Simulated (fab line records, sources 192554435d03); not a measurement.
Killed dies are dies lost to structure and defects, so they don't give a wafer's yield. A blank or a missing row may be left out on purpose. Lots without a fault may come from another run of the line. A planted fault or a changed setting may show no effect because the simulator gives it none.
Tool commonality check | flow n5_finfet | 11 lots, 33 wafers sampled

WHY IT WAS OPENED
At N5_BEOL_M9_INSPECT_58 the reading raw_defect_count is flagged on 2 of 11 lots. Wafers without a fault read 72, standard deviation 29.
Rule: a lot is flagged when every wafer of it that has a number lies more than 4 standard deviations from that mean, or none has a number. The other lots count as sound.

lot  | measured     | on                | raw_defect_count, wafer by wafer | flag
L367 | day 9 23:16  | defect_inspect-01 | 89 73 92                         |
L369 | day 11 02:41 | defect_inspect-01 | 49 76 61                         |
L370 | day 11 09:29 | defect_inspect-02 | 31 48 37                         |
L371 | day 11 18:02 | defect_inspect-01 | 55 57 76                         |
L376 | day 12 08:52 | defect_inspect-02 | 140 131 140                      |
L373 | day 12 09:49 | defect_inspect-02 | 112 45 46                        |
L377 | day 12 17:20 | defect_inspect-02 | 92 43 87                         |
L382 | day 14 15:02 | defect_inspect-02 | 552 488 573                      | FLAGGED
L384 | day 14 20:46 | defect_inspect-01 | 502 502 509                      | FLAGGED
L387 | day 16 00:37 | defect_inspect-01 | 41 25 37                         |
L389 | day 16 02:41 | defect_inspect-01 | 57 73 48                         |
The numbers of the flagged lots are 521 on average: +449 against the usual, or +15 standard deviations.

WHICH TOOL RAN EACH LOT
The record holds 3 process steps before the reading, out of a route of 1938 steps. In each cell: the tool, then ch and the chambers that the sampled wafers went through, then the start.
lot  | flag    | N5_BEOL_M9_PRE_CLEAN_45      | N5_BEOL_M9_SURFACE_TREAT_79  | N5_BEOL_M9_CMP_52
L367 |         | pvd_sputter-02, day 9 20:53  | pvd_sputter-03, day 9 21:17  | cmp-03 ch 2,3, day 9 22:49
L369 |         | pvd_sputter-01, day 10 23:59 | pvd_sputter-03, day 11 00:51 | cmp-01 ch 0,1,2, day 11 02:14
L370 |         | pvd_sputter-01, day 11 07:22 | pvd_sputter-01, day 11 07:57 | cmp-03 ch 1,2,3, day 11 09:04
L371 |         | pvd_sputter-03, day 11 14:13 | pvd_sputter-03, day 11 14:47 | cmp-03 ch 1,2,3, day 11 17:22
L376 |         | pvd_sputter-03, day 12 07:08 | pvd_sputter-03, day 12 07:35 | cmp-03 ch 0,1,3, day 12 08:25
L373 |         | pvd_sputter-03, day 12 08:02 | pvd_sputter-02, day 12 08:25 | cmp-03 ch 0,1,2, day 12 09:22
L377 |         | pvd_sputter-03, day 12 15:26 | pvd_sputter-01, day 12 15:49 | cmp-04 ch 2,3, day 12 16:53
L382 | FLAGGED | pvd_sputter-02, day 14 13:22 | pvd_sputter-02, day 14 13:44 | cmp-03 ch 0,2,3, day 14 14:39
L384 | FLAGGED | pvd_sputter-02, day 14 19:01 | pvd_sputter-01, day 14 19:22 | cmp-03 ch 2,3, day 14 20:19
L387 |         | pvd_sputter-03, day 15 22:15 | pvd_sputter-01, day 15 22:47 | cmp-01 ch 0,2,3, day 16 00:14
L389 |         | pvd_sputter-02, day 15 23:20 | pvd_sputter-03, day 15 23:50 | cmp-04 ch 0,1,3, day 16 02:14
What these steps do:
- N5_BEOL_M9_PRE_CLEAN_45: time 30 s.
- N5_BEOL_M9_SURFACE_TREAT_79
- N5_BEOL_M9_CMP_52: polishes, stops on SiCOH lowk, t overpolish 7 s, target thk 140 nm.
- N5_BEOL_M9_INSPECT_58: inspects for defects (darkfield).

FLAGGED OVER TOTAL, TOOL BY TOOL (the gauges that took the reading come last)
step                        | tool              | lots run | flagged | share of the flagged lots | sound lots run after its first flagged lot
N5_BEOL_M9_PRE_CLEAN_45     | pvd_sputter-01    | 2        | 0       | none                      | -
N5_BEOL_M9_PRE_CLEAN_45     | pvd_sputter-02    | 4        | 2       | all                       | 1 (L389)
N5_BEOL_M9_PRE_CLEAN_45     | pvd_sputter-03    | 5        | 0       | none                      | -
N5_BEOL_M9_SURFACE_TREAT_79 | pvd_sputter-01    | 4        | 1       | some                      | 1 (L387)
N5_BEOL_M9_SURFACE_TREAT_79 | pvd_sputter-02    | 2        | 1       | some                      | 0
N5_BEOL_M9_SURFACE_TREAT_79 | pvd_sputter-03    | 5        | 0       | none                      | -
N5_BEOL_M9_CMP_52           | cmp-01            | 2        | 0       | none                      | -
N5_BEOL_M9_CMP_52           | cmp-03            | 7        | 2       | all                       | 0
N5_BEOL_M9_CMP_52           | cmp-04            | 2        | 0       | none                      | -
N5_BEOL_M9_INSPECT_58       | defect_inspect-01 | 6        | 1       | some                      | 2 (L387,L389)
N5_BEOL_M9_INSPECT_58       | defect_inspect-02 | 5        | 1       | some                      | 0

WHAT THE TABLE ALLOWS
2 rows of the table ran every flagged lot: pvd_sputter-02 at N5_BEOL_M9_PRE_CLEAN_45, cmp-03 at N5_BEOL_M9_CMP_52.
- pvd_sputter-02 at N5_BEOL_M9_PRE_CLEAN_45: 2 of its 4 lots flagged. Sound lots ran on it after the first flagged one (L389), which a lasting fault on the whole tool wouldn't allow.
- cmp-03 at N5_BEOL_M9_CMP_52: 2 of its 7 lots flagged. Its last sound lot is L373 (day 12 09:22), its first flagged lot L382 (day 14 14:39): a fault that began between those two fits.
One tool is left: cmp-03 at N5_BEOL_M9_CMP_52.

WHAT THE SIMULATOR HAD PUT IN
Chamber particle source: cmp-03, from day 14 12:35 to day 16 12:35, at N5_BEOL_M9_CMP_52. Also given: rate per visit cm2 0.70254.
Lots struck among those shown: L382, L384. The rule above found the same.
